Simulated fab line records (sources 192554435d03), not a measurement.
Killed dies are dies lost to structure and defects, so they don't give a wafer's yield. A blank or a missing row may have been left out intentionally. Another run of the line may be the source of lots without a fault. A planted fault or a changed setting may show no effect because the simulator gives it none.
Which tool is to blame?    flow n5-finfet    27 wafers from 10 lots sampled at 5 of the route's 1938 steps

== WHAT THE GAUGES READ, wafer by wafer ==
N5_BEOL_M4_RC_MEAS_101.
lot   measured      on         DIBL_N (mV/V)   DIBL_P (mV/V)   IOFF_N (nA/um)  IOFF_P (nA/um)  ION_N (uA/um)  ION_P (uA/um)  SS_N (mV/dec)   SS_P (mV/dec)   VT_N (mV)    VT_P (mV)
L416  day 7 14:53   prober-01  34.6 39.5 40.4  32.9 37.6 38.7  0.13 0.21 0.24  0.15 0.21 0.22  677 667 674    457 451 450    71.2 72.4 72.4  72.6 74.0 73.6  251 249 247  -253 -253 -254
L418  day 8 09:48   prober-02  35.8 37.0 36.4  33.7 36.1 35.2  0.13 0.14 0.14  0.16 0.19 0.18  652 650 658    444 448 447    71.7 72.7 72.3  73.2 73.2 72.8  256 258 253  -257 -255 -256
L420  day 8 11:29   prober-01  38.7 37.9 39.3  39.2 38.7 41.2  0.19 0.18 0.21  0.25 0.24 0.31  684 680 684    468 468 468    71.9 72.0 72.5  74.3 73.4 74.8  246 245 245  -246 -248 -247
L421  day 9 05:04   prober-02  36.1 37.4       34.9 35.9       0.16 0.16       0.19 0.20       670 672        455 454        70.3 71.9       73.5 73.1       245 251      -252 -250
L423  day 9 15:49   prober-02  39.7 41.1 41.0  40.3 40.2 41.1  0.22 0.22 0.23  0.27 0.25 0.27  696 664 691    471 456 469    72.1 71.5 72.2  74.9 73.9 74.3  244 246 244  -250 -250 -247
L427  day 10 10:10  prober-01  32.9 37.9       31.9 39.1       0.10 0.19       0.13 0.24       647 674        440 455        70.6 71.9       71.9 74.7       260 247      -257 -251
L426  day 10 13:55  prober-01  36.7 37.1 39.9  36.7 37.2 41.2  0.16 0.16 0.23  0.19 0.21 0.28  673 669 689    456 458 467    71.1 71.2 72.2  73.2 73.7 74.4  248 249 243  -253 -250 -248
L429  day 11 02:58  prober-02  33.8 36.5 32.0  33.3 36.7 31.2  0.12 0.15 0.10  0.21 0.27 0.18  645 659 656    455 468 461    70.3 71.6 70.1  72.8 73.7 72.2  253 252 255  -248 -247 -248
L430  day 11 14:58  prober-01  37.3 36.9       36.9 37.7       0.17 0.17       0.24 0.27       691 687        473 484        71.6 71.4       73.0 72.6       249 248      -243 -244
L439  day 13 16:32  prober-01  37.5 37.0 37.4  38.1 37.6 38.8  0.20 0.18 0.21  0.27 0.27 0.29  678 678 691    460 468 465    72.5 71.6 72.0  73.3 73.6 72.6  244 248 245  -244 -244 -242

== WHAT TOOL EACH LOT RAN ON (gives the tool, then ch and the chambers of the sampled wafers, and finally the start) ==
lot   N5_BEOL_M2_ETCH_70                  N5_BEOL_M2_PRE_CLEAN_45       N5_BEOL_M2_CVD_47                 N5_BEOL_M2_ANNEAL_87
L416  rie-diel-05 ch 1,2, day 6 18:21     pvd-sputter-03, day 6 19:20   cvd-co-02 ch 0,1,2, day 6 19:50   pvd-sputter-03, day 6 20:50
L418  rie-diel-04 ch 0,1,3, day 7 06:53   pvd-sputter-03, day 7 08:01   cvd-co-01 ch 0,1,2, day 7 08:31   pvd-sputter-03, day 7 09:25
L420  rie-diel-04 ch 0,2,3, day 7 10:54   pvd-sputter-03, day 7 11:34   cvd-co-01 ch 1,2, day 7 13:45     pvd-sputter-03, day 7 14:41
L421  rie-diel-04 ch 0,3, day 8 02:16     pvd-sputter-02, day 8 03:13   cvd-co-01 ch 0,2, day 8 03:43     pvd-sputter-02, day 8 04:36
L423  rie-diel-05 ch 0,2,3, day 8 11:38   pvd-sputter-03, day 8 12:26   cvd-co-02 ch 0,1, day 8 12:48     pvd-sputter-01, day 8 13:42
L427  rie-diel-05 ch 0,3, day 9 09:03     pvd-sputter-02, day 9 09:43   cvd-co-02 ch 0,1, day 9 10:11     pvd-sputter-02, day 9 11:05
L426  rie-diel-04 ch 1,2, day 9 09:23     pvd-sputter-03, day 9 10:15   cvd-co-01 ch 0,1, day 9 10:37     pvd-sputter-03, day 9 11:35
L429  rie-diel-01 ch 0,1,3, day 10 00:10  pvd-sputter-02, day 10 01:11  cvd-co-02 ch 0,1,2, day 10 01:37  pvd-sputter-01, day 10 02:32
L430  rie-diel-05 ch 0,2, day 10 05:54    pvd-sputter-02, day 10 06:47  cvd-co-02 ch 0,2, day 10 07:12    pvd-sputter-02, day 10 08:11
L439  rie-diel-01 ch 0,1, day 12 11:25    pvd-sputter-03, day 12 12:12  cvd-co-01 ch 0,1, day 12 12:50    pvd-sputter-01, day 12 13:45
- N5_BEOL_M2_ETCH_70: etches SOC in N2/H2, target depth 80 nm, overetch 24 nm, time 130 s.
- N5_BEOL_M2_PRE_CLEAN_45: time 30 s.
- N5_BEOL_M2_CVD_47: deposits Co from CCTBA/H2, target thk 3 nm, time 223.8 s.
- N5_BEOL_M2_ANNEAL_87: time 240 s.

== AS READ BY THE TOOLS THEMSELVES (means over the sampled wafers that have a number; for cases with no such wafer, the mark the record gives instead) ==
N5_BEOL_M2_ETCH_70.
lot   tool         drypump-motor-current-A (A)  n2-flow-sccm (sccm)  oes-product-au (a.u.)  rf-vpp-V (V)  showerhead-plenum-p-Torr (Torr)  throttle-valve-pct (%)
L416  rie-diel-05  5.6                          199.9                0.60                   523.5         2.53                             17.50
L418  rie-diel-04  5.2                          200.3                0.51                   522.5         2.51                             18.08
L420  rie-diel-04  5.2                          199.9                0.52                   522.9         2.52                             18.01
L421  rie-diel-04  5.2                          200.4                0.51                   524.3         2.55                             18.15
L423  rie-diel-05  5.3                          200.1                0.61                   522.5         2.50                             17.53
L427  rie-diel-05  5.5                          200.3                0.60                   520.8         2.46                             17.67
L426  rie-diel-04  5.3                          200.5                0.63                   527.1         2.62                             17.66
L429  rie-diel-01  4.8                          199.9                0.63                   524.0         2.53                             17.61
L430  rie-diel-05  5.6                          200.5                0.63                   524.4         2.53                             17.38
L439  rie-diel-01  4.8                          200.7                0.56                   523.7         2.56                             17.83

N5_BEOL_M2_PRE_CLEAN_45.
lot   tool            heater-power-w (W)
L416  pvd-sputter-03  304
L418  pvd-sputter-03  298
L420  pvd-sputter-03  331
L421  pvd-sputter-02  298
L423  pvd-sputter-03  317
L427  pvd-sputter-02  290
L426  pvd-sputter-03  307
L429  pvd-sputter-02  339
L430  pvd-sputter-02  324
L439  pvd-sputter-03  304

N5_BEOL_M2_CVD_47.
lot   tool       chamber-pressure-Torr (Torr)  run-length-s (s)
L416  cvd-co-02  30.00                         247.3
L418  cvd-co-01  29.95                         246.3
L420  cvd-co-01  29.96                         246.4
L421  cvd-co-01  30.02                         246.2
L423  cvd-co-02  29.99                         247.3
L427  cvd-co-02  29.99                         247.1
L426  cvd-co-01  30.08                         246.7
L429  cvd-co-02  30.01                         348.7
L430  cvd-co-02  30.03                         323.5
L439  cvd-co-01  29.98                         246.7

N5_BEOL_M2_ANNEAL_87.
lot   tool            heater-power-w (W)
L416  pvd-sputter-03  775
L418  pvd-sputter-03  780
L420  pvd-sputter-03  810
L421  pvd-sputter-02  759
L423  pvd-sputter-01  838
L427  pvd-sputter-02  713
L426  pvd-sputter-03  752
L429  pvd-sputter-01  878
L430  pvd-sputter-02  832
L439  pvd-sputter-01  879

== THE ANSWER, worked out from the rows above alone ==
Rule: what is usual is taken from the lots themselves. The widest of any qualifying gaps counts: lots, ordered by their means at a reading, are off when they make up no more than a third of the lots, leave a main group of 4 or more, and stand apart from it by 3 or more times the standard deviation of that group's means. Not used: any main group whose means are identical at the precision the tables above print for the reading. Also off: a lot with no number at a reading for which 4 or more lots have one. Any other lot the step has rows for is counted as sound. First the gauges in route order, then the tools' own readings, where a lot's mean is used as printed above. At the first step where some lot is off, the reading lying furthest off is the one used; lots without a number count as furthest.
Off, at N5_BEOL_M2_CVD_47 on run-length-s: L429, L430. The main group: mean 246.8 s, standard deviation 0.41.
A tool fits if, at that step or a process step before it, it ran every lot that is off, and no sound lot after the first of them. This does not decide it: 2 tools fit, namely pvd-sputter-02 at N5_BEOL_M2_PRE_CLEAN_45 and cvd-co-02 at N5_BEOL_M2_CVD_47.

== WHAT HAD BEEN PUT IN BY THE SIMULATOR ==
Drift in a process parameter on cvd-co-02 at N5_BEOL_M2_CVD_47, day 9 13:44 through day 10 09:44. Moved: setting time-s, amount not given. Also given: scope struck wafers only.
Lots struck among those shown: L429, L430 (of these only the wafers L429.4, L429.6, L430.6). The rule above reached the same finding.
